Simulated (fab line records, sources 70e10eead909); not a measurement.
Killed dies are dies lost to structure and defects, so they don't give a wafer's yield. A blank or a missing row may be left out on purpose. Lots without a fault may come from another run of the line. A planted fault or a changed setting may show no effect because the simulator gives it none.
fab line records | flow nand_harc | part 2 of 2: steps 28 to 37 of 37
record lots=5 wafers=15 last_day=24
route steps=1159 shown A_BLC@984 A_M0@994
lots that met no fault: from a run of the same line without faults
start_h: hours from the record's first day to the start of the lot's first wafer shown | wait_h: hours since the lot's step before | " the same as in the row above | L1.1+2: a row that stands for several wafers | - no value, or no start given | * or withheld: withheld | < > ~ a bound
route shown NAME@n: a module of which the file shows steps, and the number in the route of the first | usual: mean/standard deviation of fault-free wafers | same: alike in all rows | chamber/n: place in a boat | sites: the reading at each site | _std_site: their standard deviation | _edge_site: outer sites' mean less inner sites' | radius_mm: how far each site lies from the wafer's centre | mask NAME#n: copy n | behind: the tool/chamber that last shaped the wafer | hold: why the lot was held/for how many hours/how that ended | device: the transistor (n, p or np) that didn't switch | end of line: the same wafers' tests at the end of the route | a step without rows: its recipe alone | killed: dies lost to structure and defects at the first sort, not the wafer's yield | map: a wafer's dies, x killed, . not, _ none there
set.NAME: the setting as run; set.NAME@STEP: as run at that earlier step | model.NAME: the simulator's own value behind a step, which no gauge read
lots at some steps of the route; a table a step, a row a wafer
services: from which hour (start_h, from the record's first day; less than 0 if before it) a tool's chamber was out of use, for how many hours, and why
## steps
# step NHARC_A_M0_STRIP_19
# recipe time_s=600 temp_c=30 chemistry=post_etch_residue_remover
# columns lot.wafer tool chamber start_h wait_h
L078.6+5+3 wet_bench-01 0,1,2 431.73 -
L084.5+3+4 wet_bench-02 6,7,3 457.65 -
L085.4+3+2 wet_bench-04 1,2,3 487.31 -
L086.3+6+5 wet_bench-04 7,1,3 506.81 -
L090.6+5+3 wet_bench-02 3,6,7 519.43 -
# step NHARC_A_M0_DEGAS_28
# recipe temp_c=250 time_s=60
# usual heater_power_w=348/37 susceptor_temp_C=250.00/0.18
# columns lot.wafer tool chamber start_h wait_h heater_power_w susceptor_temp_C
L078.3 pvd_sputter-03 - 432.01 - 331 250.17
L078.5 " - " " 384 249.99
L078.6 " - " " 329 250.07
L084.4 pvd_sputter-01 - 457.93 - 364 249.76
L084.3 " - " " 419 249.73
L084.5 " - " " 330 250.07
L085.4 pvd_sputter-01 - 487.57 - 412 249.99
L085.2 " - " " 333 249.93
L085.3 " - " " 329 249.78
L086.3 pvd_sputter-02 - 507.08 - 385 250.01
L086.5 " - " " 290 249.91
L086.6 " - " " 369 249.91
L090.3 pvd_sputter-03 - 519.72 - 309 250.01
L090.5 " - " " 377 250.05
L090.6 " - " " 305 250.01
# step NHARC_A_M0_PRE_CLEAN_29
# recipe time_s=30 temp_c=280 gas=H2/He
# usual heater_power_w=425/46 susceptor_temp_C=279.98/0.18
# columns lot.wafer tool chamber start_h wait_h heater_power_w susceptor_temp_C
L078.3 pvd_sputter-03 - - - 455 279.99
L078.5 " - " " 348 279.97
L078.6 " - " " 481 280.02
L084.4 pvd_sputter-01 - - - 507 279.65
L084.3 " - " " 442 279.93
L084.5 " - " " 495 280.10
L085.2 pvd_sputter-01 - - - 490 280.00
L085.3 " - " " 406 279.95
L085.4 " - " " 446 280.04
L086.3 pvd_sputter-02 - - - 479 279.82
L086.5 " - " " 356 279.81
L086.6 " - " " 469 279.90
L090.3 pvd_sputter-03 - - - 371 280.19
L090.6 " - " " 400 280.06
L090.5 " - " " 367 280.15
# step NHARC_A_M0_PVD_20
# recipe target_thk_a=50 bias_v=168.6 power_w=15000 chamber_pressure_pa=0.12 time_s=8.06 substrate_temp_c=50 material=TaN
# usual throttle_valve_pct=30.2/0.77
# columns lot.wafer tool chamber start_h wait_h throttle_valve_pct
L078.3 pvd_sputter-03 - - - 30.4
L078.5 " - " " 31.1
L078.6 " - " " 30.4
L084.3 pvd_sputter-01 - - - 30.2
L084.4 " - " " 30.2
L084.5 " - " " 29.4
L085.3 pvd_sputter-01 - - - 30.3
L085.2 " - " " 30.5
L085.4 " - " " 30.5
L086.3 pvd_sputter-02 - - - 31.3
L086.5 " - " " 30.9
L086.6 " - " " 31.2
L090.3 pvd_sputter-03 - - - 29.7
L090.6 " - " " 31.2
L090.5 " - " " 30.5
# step NHARC_A_M0_PVD_21
# recipe target_thk_a=300 chamber_pressure_pa=5 power_w=5000 substrate_temp_c=30 time_s=20.49 material=Cu
# usual throttle_valve_pct=30.1/0.82
# columns lot.wafer tool chamber start_h wait_h throttle_valve_pct
L078.3 pvd_sputter-03 - - - 30.7
L078.6 " - " " 31.4
L078.5 " - " " 30.5
L084.3 pvd_sputter-01 - - - 30.1
L084.4 " - " " 30.3
L084.5 " - " " 29.4
L085.3 pvd_sputter-01 - - - 30.1
L085.4 " - " " 30.5
L085.2 " - " " 29.5
L086.3 pvd_sputter-02 - - - 29.8
L086.5 " - " " 30.8
L086.6 " - " " 28.4
L090.3 pvd_sputter-03 - - - 31.3
L090.5 " - " " 29.7
L090.6 " - " " 29.9
# step NHARC_A_M0_ECD_22
# recipe target_thk_a=4000 bath_temp_c=25 material=Cu
# usual bath_temp_c=25.00/0.1
# columns lot.wafer tool chamber start_h wait_h bath_temp_c
L078.3 ecd_cu-01 0 432.53 - 24.90
L078.6 " 1 " " 25.04
L078.5 " 0 " " 24.84
L084.4 ecd_cu-02 1 458.38 - 24.93
L084.3 " 0 " " 25.03
L084.5 " 0 " " 25.12
L085.2 ecd_cu-02 0 487.98 - 24.95
L085.4 " 1 " " 25.10
L085.3 " 0 " " 25.00
L086.3 ecd_cu-01 0 507.63 - 24.92
L086.5 " 1 " " 24.92
L086.6 " 0 " " 25.22
L090.3 ecd_cu-02 0 520.22 - 24.86
L090.6 " 1 " " 25.01
L090.5 " 0 " " 25.12
# step NHARC_A_M0_ANNEAL_30
# recipe temp_c=225 time_s=90
# usual wafer_temp_C_max=225.77/0.3
# columns lot.wafer tool chamber start_h wait_h wafer_temp_C_max
L078.3 rtp_anneal-02 0 432.86 0.3 225.41
L078.5 " 0 " " 225.58
L078.6 " 0 " " 225.58
L084.3 rtp_anneal-02 0 458.77 0.3 225.46
L084.4 " 0 " " 225.65
L084.5 " 0 " " 225.23
L085.2 rtp_anneal-01 0 488.36 - 226.00
L085.3 " 0 " " 226.14
L085.4 " 0 " " 225.89
L086.3 rtp_anneal-01 0 508.01 0.3 226.16
L086.5 " 0 " " 225.64
L086.6 " 0 " " 226.15
L090.3 rtp_anneal-02 0 520.55 - 225.69
L090.5 " 0 " " 225.44
L090.6 " 0 " " 225.58
# step NHARC_A_M0_CMP_23
# recipe t_overpolish_s=20 target_thk_nm=113.75
# usual motor_current_A=11.8/0.81 slurry_flow_ml_min=150.0/0.53 time_to_endpoint_s=27/3.1
# columns lot.wafer tool chamber start_h wait_h motor_current_A slurry_flow_ml_min time_to_endpoint_s
L078.3 cmp-04 3 433.10 - 13.2 149.2 33
L078.5 " 3 " " 13.2 149.6 34
L078.6 " 0 " " 13.4 149.7 33
L084.4 cmp-04 0 459.00 - 12.4 149.8 31
L084.3 " 3 " " 13.2 149.9 31
L084.5 " 1 " " 11.0 149.9 23
L085.3 cmp-01 1 488.65 - 12.0 150.2 30
L085.4 " 2 " " 12.1 150.2 26
L085.2 " 3 " " 10.8 150.6 27
L086.3 cmp-04 2 508.25 - 11.4 151.2 26
L086.5 " 2 " " 11.6 150.7 29
L086.6 " 3 " " 12.7 150.6 24
L090.3 cmp-03 1 520.88 - 11.2 149.8 23
L090.5 " 2 " " 12.0 150.0 25
L090.6 " 3 " " 12.2 150.6 26
# step NHARC_A_M0_THK_MEAS_24
# recipe thk_meas_gauge=xrf
# usual thk_nm=113.3/1.5
# columns lot.wafer tool chamber start_h wait_h thk_nm
L078.3 film_metro-01 - 433.42 - 115.0
L078.5 " - " " 113.7
L078.6 " - " " 112.2
L084.3 film_metro-01 - 459.32 - 114.5
L084.4 " - " " 114.8
L084.5 " - " " 113.5
L085.2 film_metro-01 - 488.96 - 113.4
L085.3 " - " " 112.5
L085.4 " - " " 112.6
L086.3 film_metro-01 - 508.57 - 111.2
L086.5 " - " " 116.2
L086.6 " - " " 112.4
L090.3 film_metro-01 - 521.11 - 111.9
L090.5 " - " " 111.9
L090.6 " - " " 110.6
# step NHARC_A_M0_SRD_25
# columns lot.wafer tool chamber start_h wait_h
L078.6+5+3 wet_bench-08 0,2,5 433.46 0.0
L084.3+4+5 wet_bench-10 4,6,7 459.37 0.0
L085.3+4+2 wet_bench-08 5,6,0 489.01 0.0
L086.3+5+6 wet_bench-08 4,6,7 508.62 0.1
L090.6+3+5 wet_bench-10 0,1,3 521.16 0.0
## services
# columns tool chamber start_h hours kind
wet_bench-08 - 406.40 8.0 pm
cvd_w-02 0 410.45 3.2 repair
pecvd-03 2 415.73 9.6 repair
cmp-02 - 422.50 4.0 pm
arfi_scanner-02 - 428.00 4.0 pm
rie_diel-09 - 431.10 9.0 pm
litho_track-01 - 443.00 7.0 pm
ald_metal-01 - 458.00 10.0 pm
pvd_sputter-03 - 458.00 10.0 pm
rie_diel-09 - 458.28 1.2 repair
wet_bench-09 - 464.81 8.0 pm
pvd_sputter-02 - 465.80 1.1 repair
litho_track-06 - 467.00 7.0 pm
pecvd-03 - 473.17 13.0 pm
wet_bench-05 - 473.32 1.9 repair
ald_metal-01 3 489.51 3.3 repair
litho_track-04 - 491.00 7.0 pm
rie_diel-01 - 491.84 9.0 pm
pvd_sputter-03 - 494.74 2.8 repair
cmp-04 - 497.07 4.0 pm
wet_bench-03 - 499.28 8.0 pm
rie_diel-01 2 507.48 4.4 repair
cvd_w-02 - 510.92 0.2 repair
pvd_sputter-03 - 517.47 1.9 repair
